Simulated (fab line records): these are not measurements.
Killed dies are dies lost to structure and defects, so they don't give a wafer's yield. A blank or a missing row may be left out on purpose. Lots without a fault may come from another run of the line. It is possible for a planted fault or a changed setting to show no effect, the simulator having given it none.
fab line records	flow nand-harc
[record] lots = 14	wafers = 42	last-day = 24
route steps=1159 shown P_BONDPAD@374 A_ONON_D1@432 END@1159
lots that met no fault: from a run of the same line without faults
start-h: hours from the record's opening day to when the first of the lot's shown wafers began	wait-h: hours from the lot's prior step to this one	" unchanged from the row above	L1.1+2: several wafers, shown together as one row	- no value, or no start was given	* or withheld: withheld	< > ~ a bound
route shown NAME@n: names a module that has steps shown in the file, with the first one's number in the route	usual: mean and standard deviation over wafers with no fault	same: alike in all rows	chamber/n: place in a boat	sites: each site's reading	_std_site: their standard deviation	_edge_site: mean of outer sites minus mean of inner sites	radius-mm: how far each site lies from the wafer's centre	mask NAME#n: copy n	behind: the tool/chamber that last shaped the wafer	hold: what put the lot on hold/how long, in hours/how the hold closed	device: which transistor (n, p or np) failed to switch	end of line: at the end of the route, the tests of the same wafers	where a step has no rows: the recipe by itself	killed: count of dies lost to structure and defects at first sort (not the wafer's yield)	map: a wafer's dies, x killed, . not, _ none there
set.NAME: setting as actually run; set.NAME@STEP: the setting as run at that earlier step	model.NAME: the simulator's own value behind a step, which no gauge read
one table for each step of the route and one row for each wafer, over a sample of lots
services: from which hour (start-h, from the record's first day; less than 0 if before it) a tool's chamber was out of use, for how many hours, and why
[[steps]]
[step NHARC_P_BONDPAD_DEGAS_25]
[recipe] temp-c = 300	time-s = 60
[usual] heater-power-w = 495/55
lot.wafer	tool	chamber	start-h	wait-h	heater-power-w
L451.1	pvd-sputter-02	-	131.05	-	503
L451.2	"	-	"	"	526
L451.6	"	-	"	"	513
L454.3	pvd-sputter-02	-	145.27	-	418
L454.4	"	-	"	"	513
L454.5	"	-	"	"	513
L455.1	pvd-sputter-01	-	150.26	-	506
L455.2	"	-	"	"	507
L455.5	"	-	"	"	522
L456.3	pvd-sputter-02	-	163.06	-	506
L456.6	"	-	"	"	498
L456.5	"	-	"	"	626
L457.4	pvd-sputter-02	-	165.16	-	412
L457.1	"	-	"	"	518
L457.6	"	-	"	"	617
L458.2	pvd-sputter-01	-	175.60	-	486
L458.1	"	-	"	"	437
L458.5	"	-	"	"	523
L459.1	pvd-sputter-03	-	176.72	-	465
L459.3	"	-	"	"	448
L459.5	"	-	"	"	429
L460.2	pvd-sputter-03	-	177.53	-	456
L460.6	"	-	"	"	469
L460.5	"	-	"	"	415
L462.1	pvd-sputter-03	-	194.06	-	500
L462.5	"	-	"	"	499
L462.6	"	-	"	"	462
L465.2	pvd-sputter-02	-	204.50	-	606
L465.4	"	-	"	"	407
L465.6	"	-	"	"	534
L467.2	pvd-sputter-01	-	231.65	-	469
L467.4	"	-	"	"	500
L467.6	"	-	"	"	460
L472.3	pvd-sputter-03	-	251.20	-	487
L472.6	"	-	"	"	457
L472.5	"	-	"	"	457
L473.1	pvd-sputter-01	-	265.02	-	508
L473.4	"	-	"	"	451
L473.6	"	-	"	"	508
L474.2	pvd-sputter-03	-	265.91	-	463
L474.1	"	-	"	"	456
L474.6	"	-	"	"	506
[step NHARC_P_BONDPAD_ACTIVATE_29]
[recipe] time-s = 60	n2-flow-sccm = 200	ar-flow-sccm = 0	bias-power-w = 0	chemistry = N2
[usual] drypump-motor-current-A = 5.7/0.59	oes-product-au = 1.002/0.0083	rf-vpp-V = 63.8/0.84	showerhead-plenum-p-Torr = 1.71/0.044
lot.wafer	tool	chamber	start-h	wait-h	drypump-motor-current-A	oes-product-au	rf-hours-counter-h	rf-vpp-V	showerhead-plenum-p-Torr
L451.1	rie-diel-01	1	132.76	0.1	6.6	1.012	17	63.5	1.75
L451.2	"	2	"	"	5.1	1.013	14	63.9	1.72
L451.6	"	1	"	"	6.6	1.009	-	65.3	1.75
L454.3	rie-diel-01	3	147.24	0.1	5.9	0.997	0	63.5	1.69
L454.4	"	0	"	"	5.3	0.985	0	64.3	1.66
L454.5	"	2	"	"	5.0	0.997	-	63.6	1.72
L455.2	rie-diel-01	1	152.15	0.1	6.7	1.008	0	65.2	1.75
L455.1	"	3	"	"	5.9	0.997	0	63.2	1.69
L455.5	"	2	"	"	5.0	1.007	-	63.5	1.72
L456.3	rie-diel-01	3	164.82	0.1	5.9	1.011	2	64.4	1.69
L456.5	"	1	"	"	6.6	0.983	-	65.3	1.75
L456.6	"	2	"	"	5.1	1.009	-	63.5	1.72
L457.1	rie-diel-01	1	166.84	0.1	6.6	0.995	2	63.8	1.75
L457.4	"	2	"	"	5.0	1.014	2	65.1	1.72
L457.6	"	2	"	"	5.0	0.996	-	64.3	1.72
L458.2	rie-diel-01	2	177.27	0.1	5.0	1.011	3	64.5	1.72
L458.1	"	1	"	"	6.7	0.994	3	63.8	1.75
L458.5	"	2	"	"	5.0	1.010	-	62.1	1.72
L459.3	rie-diel-01	3	178.40	0.1	5.9	1.000	3	64.0	1.69
L459.1	"	1	"	"	6.6	0.998	3	63.9	1.75
L459.5	"	3	"	"	5.9	1.003	-	62.6	1.69
L460.2	rie-diel-01	3	179.98	0.1	5.9	0.995	3	64.2	1.69
L460.6	"	3	"	"	5.9	0.996	-	63.2	1.69
L460.5	"	0	"	"	5.3	0.988	-	64.3	1.66
L462.1	rie-diel-08	1	195.80	0.1	6.6	0.989	23	65.2	1.87
L462.5	"	3	"	"	5.2	0.995	-	65.1	1.74
L462.6	"	0	"	"	5.8	0.996	-	64.4	1.71
L465.4	rie-diel-01	2	206.50	0.1	5.0	1.003	5	63.9	1.72
L465.2	"	3	"	"	5.9	1.000	6	64.0	1.69
L465.6	"	1	"	"	6.6	1.006	-	63.4	1.75
L467.4	rie-diel-01	1	233.34	0.1	6.6	1.007	8	65.0	1.75
L467.2	"	0	"	"	5.3	1.007	9	62.9	1.66
L467.6	"	1	"	"	6.6	1.006	-	64.6	1.75
L472.3	rie-diel-01	2	252.90	0.1	5.1	1.002	9	63.8	1.72
L472.5	"	0	"	"	5.3	0.995	-	63.1	1.66
L472.6	"	1	"	"	6.6	1.002	-	64.1	1.75
L473.1	rie-diel-01	2	266.70	0.1	5.1	1.004	11	63.5	1.71
L473.4	"	3	"	"	5.9	1.004	12	64.3	1.68
L473.6	"	1	"	"	6.6	0.997	-	63.4	1.75
L474.1	rie-diel-01	1	267.65	0.1	6.6	1.015	12	64.9	1.75
L474.2	"	2	"	"	5.0	1.009	11	64.8	1.71
L474.6	"	0	"	"	5.3	0.994	-	63.9	1.66
[step NHARC_A_ONON_D1_DEP_12]
[recipe] target-thk-a = 10000	n2-flow-sccm = 2750	n2o-flow-sccm = 2000	nh3-flow-sccm = 500	sih4-flow-sccm = 210	temp-c = 400
lot.wafer	tool	chamber	start-h	wait-h
L451.1+2+6	pecvd-onon-02	0	158.57	0.2
L454.3+4+5	pecvd-onon-01	0	173.38	0.2
L455.1+2+5	pecvd-onon-03	0	180.08	0.1
L457.1+4+6	pecvd-onon-02	0	190.86	0.1
L456.3+5+6	pecvd-onon-01	0	191.01	0.2
L460.2+5+6	pecvd-onon-03	0	203.07	0.1
L459.1+3+5	pecvd-onon-02	0	203.16	0.1
L458.1+2+5	pecvd-onon-03	0	203.37	0.1
L462.1+5+6	pecvd-onon-01	0	220.05	0.1
L465.2+4+6	pecvd-onon-01	0	236.77	0.1
L467.2+4+6	pecvd-onon-02	0	259.30	0.1
L472.3+5+6	pecvd-onon-02	0	279.03	0.2
L473.1+4+6	pecvd-onon-03	0	295.42	0.1
L474.1+2+6	pecvd-onon-01	0	295.43	0.1
[step NHARC_A_ONON_D1_THK_MEAS_14]
[recipe] thk-meas-gauge = ellipsometry
[usual] thk-nm = 1001/10
lot.wafer	tool	chamber	start-h	wait-h	thk-nm
L451.1	film-metro-02	-	159.08	-	1008
L451.2	"	-	"	"	1010
L451.6	"	-	"	"	1011
L454.3	film-metro-02	-	173.80	-	981
L454.4	"	-	"	"	981
L454.5	"	-	"	"	980
L455.1	film-metro-01	-	180.60	-	1002
L455.2	"	-	"	"	1002
L455.5	"	-	"	"	1002
L457.1	film-metro-02	-	191.38	-	993
L457.4	"	-	"	"	992
L457.6	"	-	"	"	991
L456.3	film-metro-01	-	191.41	-	997
L456.5	"	-	"	"	996
L456.6	"	-	"	"	997
L460.2	film-metro-02	-	203.53	-	998
L460.5	"	-	"	"	1000
L460.6	"	-	"	"	1001
L459.1	film-metro-01	-	203.67	-	1008
L459.3	"	-	"	"	1010
L459.5	"	-	"	"	1010
L458.1	film-metro-02	-	203.89	-	994
L458.2	"	-	"	"	994
L458.5	"	-	"	"	995
L462.1	film-metro-01	-	220.56	-	1004
L462.5	"	-	"	"	1007
L462.6	"	-	"	"	1005
L465.2	film-metro-01	-	237.23	-	1016
L465.4	"	-	"	"	1018
L465.6	"	-	"	"	1017
L467.2	film-metro-01	-	259.75	-	1011
L467.4	"	-	"	"	681
L467.6	"	-	"	"	681
L472.3	film-metro-01	-	279.43	-	1010
L472.5	"	-	"	"	683
L472.6	"	-	"	"	683
L473.1	film-metro-02	-	295.93	-	994
L473.4	"	-	"	"	995
L473.6	"	-	"	"	994
L474.1	film-metro-02	-	295.94	-	997
L474.2	"	-	"	"	998
L474.6	"	-	"	"	998
[step NHARC_END_SORT_01]
[recipe] temp-c = 25
[usual] killed-at-array = 29/8.4	killed-at-other = 0.7/1.2	killed-at-periphery = 3.8/2.1	killed-dies = 33/9	killed-open = 3.4/2	killed-short = 2.1/1.4
[same] gross-dies = 677
lot.wafer	tool	chamber	start-h	wait-h	killed-at-array	killed-at-other	killed-at-periphery	killed-dies	killed-open	killed-short
L467.2	prober-02	0	543.06	2.8	16	6	3	25	4	0
L467.4	prober-02	0	544.64	3.4	668	7	2	677	6	2
L467.6	prober-02	0	546.22	4.0	671	1	5	677	4	3
L472.3	prober-01	0	559.69	3.1	40	1	8	49	2	5
L472.5	prober-01	0	561.28	3.7	672	1	4	677	4	2
L472.6	prober-01	0	562.08	4.0	669	1	7	677	4	3
// killed by level:class
L467.2 A_CHANNEL_HOLE_D1:chamber-film-flake=6 A_WL_FILL:chamber-film-flake=4 THIN_TSV:chamber-film-flake=4 A_CONTACT:chamber-film-flake=3 A_CHANNEL_FILL_D1:geometric-particle:open=2 HYBRID_BOND:chamber-film-flake=2 P_M0:geometric-particle:open=1 P_M2:geometric-particle:open=1
L467.4 A_ONON_D1:area-dep=652 THIN_TSV:chamber-film-flake=6 A_CONTACT:geometric-particle:open=3 A_CONTACT:chamber-film-flake=3 A_CONTACT:geometric-particle:short=2 A_M1:geometric-particle:open=2 A_CHANNEL_HOLE_D1:chamber-film-flake=2 A_WL_FILL:geometric-particle:open=1
L467.6 A_ONON_D1:area-dep=652 A_CHANNEL_HOLE_D1:chamber-film-flake=7 A_WL_FILL:chamber-film-flake=4 A_CONTACT:chamber-film-flake=3 A_ONON_D1:geometric-particle:short=2 A_CONTACT:geometric-particle:open=2 P_GATE:chamber-film-flake=2 P_M0:geometric-particle:short=1
L472.3 A_SLIT:chamber-film-flake=20 A_CHANNEL_HOLE_D1:chamber-film-flake=14 P_ZERO_WELL:chamber-film-flake=2 P_GATE:chamber-film-flake=2 A_CONTACT:chamber-film-flake=2 P_CONTACT:geometric-particle:short=1 P_M1:geometric-particle:short=1 P_BONDPAD:geometric-particle:short=1
L472.5 A_ONON_D1:area-dep=639 A_SLIT:chamber-film-flake=17 A_CHANNEL_HOLE_D1:chamber-film-flake=7 A_CONTACT:chamber-film-flake=3 P_CONTACT:geometric-particle:short=1 P_CONTACT:geometric-particle:open=1 A_CHANNEL_FILL_D1:geometric-particle:short=1 A_STAIRCASE:geometric-particle:open=1
L472.6 A_ONON_D1:area-dep=634 A_SLIT:chamber-film-flake=21 A_CHANNEL_HOLE_D1:chamber-film-flake=8 P_CONTACT:geometric-particle:open=2 P_GATE:chamber-film-flake=2 A_CONTACT:chamber-film-flake=2 P_GATE:geometric-particle:open=1 P_M0:geometric-particle:open=1
[[services]]
tool	chamber	start-h	hours	kind
pecvd-onon-02	-	111.00	13.0	pm
pvd-sputter-03	-	113.67	3.1	repair
rie-diel-01	0	116.96	-	clean
rie-diel-08	-	124.88	9.0	pm
pvd-sputter-01	-	131.86	4.7	repair
rie-diel-01	-	137.80	9.0	pm
pvd-sputter-01	-	145.07	0.5	repair
pvd-sputter-03	-	145.44	7.4	repair
pecvd-onon-03	-	153.00	13.0	pm
pvd-sputter-01	-	158.01	10.0	pm
pvd-sputter-03	-	180.58	0.6	repair
pecvd-onon-01	-	195.30	13.0	pm
rie-diel-08	1	212.14	10.4	repair
pvd-sputter-02	-	214.00	10.0	pm
pvd-sputter-01	-	214.17	1.6	repair
rie-diel-08	2	215.41	3.8	repair
rie-diel-08	0	216.33	1.2	repair
rie-diel-08	0	221.02	31.8	repair
pvd-sputter-03	-	227.65	5.1	repair
rie-diel-08	3	240.57	5.9	repair
rie-diel-08	2	245.58	13.5	repair
pvd-sputter-03	-	280.00	10.0	pm
pvd-sputter-01	-	287.41	1.5	repair
pecvd-onon-02	-	292.00	13.0	pm
[[key]]
[first-sign] step = NHARC_A_ONON_D1_THK_MEAS_14	reading = thk-nm	direction = down	sigmas = 31	usual = 1001	struck = 682
[effect] step = NHARC_END_SORT_01	reading = killed-at-array	direction = up	sigmas = 76	usual = 29	struck = 670
[more-kills-born-at] NHARC_A_ONON_D1_DEP_12@pecvd-onon-02 = 2577
met-at NHARC_A_ONON_D1_DEP_12
struck-lots L467,L472
struck-wafers L467.4,L467.6,L472.5,L472.6
later-rows-left-out L467.4,L467.6,L472.5,L472.6
tester-left-out L467,L472
not-acting-at NHARC_P_BONDPAD_DEGAS_25,NHARC_P_BONDPAD_ACTIVATE_29
onset-between 203.16 259.30
[fault] kind = process-parameter-drift	tool = pecvd-onon-02	chamber = -	onset-h = 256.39	steps = NHARC_A_ONON_D1_DEP_12	channel = target-thk-a	offset = *	shape = step	end-h = 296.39	scope = struck-wafers-only	acts-in = *	stated = *
// tester-left-out: of these lots the tester's yield and bins aren't shown, on N5 and GAA mostly nor the transistor test; their killed dies are dies lost to structure and defects alone, not to doping, threshold or leakage, so they don't give the yield
// later-rows-left-out: the simulator's readings of these wafers behind a module that went badly wrong aren't trusted and aren't shown, but for the sort
